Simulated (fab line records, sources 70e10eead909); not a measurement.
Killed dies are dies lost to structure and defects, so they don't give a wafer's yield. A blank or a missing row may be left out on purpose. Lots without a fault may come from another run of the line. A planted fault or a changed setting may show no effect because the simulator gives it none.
Which tool did it? | flow nand_harc | 6 lots, 18 wafers sampled, at 5 steps of a route of 1302

WHAT THE GAUGES READ, wafer by wafer
NHARC_END_SORT_01.
lot  | measured     | on        | killed_at_array
L881 | day 30 01:58 | prober-01 | 47 63 65

WHICH TOOL RAN EACH LOT (tool, then ch and the chambers of the sampled wafers, then the start)
lot  | NHARC_P_GATE_RTA_64              | NHARC_P_GATE_DEGAS_109       | NHARC_P_CONTACT_ETCH_36            | NHARC_P_CONTACT_ALD_22
L871 | rtp_anneal-02 ch 0, day 8 00:47  | pvd_sputter-03, day 8 01:04  | rie_diel-07 ch 1,2,3, day 8 03:55  | ald_metal-04 ch 0,1,2, day 8 05:40
L873 | rtp_anneal-01 ch 0, day 8 16:00  | pvd_sputter-01, day 8 16:15  | rie_diel-02 ch 0,1, day 8 19:14    | ald_metal-02 ch 1,3, day 8 20:52
L881 | rtp_anneal-02 ch 0, day 11 20:15 | pvd_sputter-03, day 11 20:34 | rie_diel-06 ch 2,3, day 11 23:29   | ald_metal-02 ch 2,3, day 12 01:08
L883 | rtp_anneal-01 ch 0, day 12 16:37 | pvd_sputter-01, day 12 16:57 | rie_diel-02 ch 1,2,3, day 12 19:47 | ald_metal-03 ch 0,2,3, day 12 21:25
L886 | rtp_anneal-02 ch 0, day 14 06:08 | pvd_sputter-01, day 14 06:23 | rie_diel-02 ch 0,2,3, day 14 09:20 | ald_metal-03 ch 0,1, day 14 10:59
L889 | rtp_anneal-02 ch 0, day 15 15:41 | pvd_sputter-01, day 15 15:59 | rie_diel-07 ch 0,1, day 15 18:55   | ald_metal-04 ch 1,2, day 15 20:34
- NHARC_P_GATE_RTA_64: time 1 s.
- NHARC_P_GATE_DEGAS_109: time 60 s.
- NHARC_P_CONTACT_ETCH_36: etches the open film in N2/H2, target depth 260 nm, time 406.25 s.
- NHARC_P_CONTACT_ALD_22: deposits TiN, target thk 3 nm, pulse time 1 s, ald cycles 150.

THE ANSWER, worked out from the rows above alone
Rule: what is usual is taken from the lots themselves. Put in order of their means at a reading, lots are off if they are a third of the lots or fewer, leave a main group of 4 or more, and stand apart from it by a gap of 3 or more times the standard deviation of the main group's means; of several such gaps the widest counts. A main group whose means are all the same, to the digits that the tables above print for the reading, isn't used. A lot without any number at a reading at which 4 lots or more have one is off too. The other lots that the step has rows for count as sound.
No lot is off at any reading shown: from this, nothing can be told.

WHAT THE SIMULATOR HAD PUT IN
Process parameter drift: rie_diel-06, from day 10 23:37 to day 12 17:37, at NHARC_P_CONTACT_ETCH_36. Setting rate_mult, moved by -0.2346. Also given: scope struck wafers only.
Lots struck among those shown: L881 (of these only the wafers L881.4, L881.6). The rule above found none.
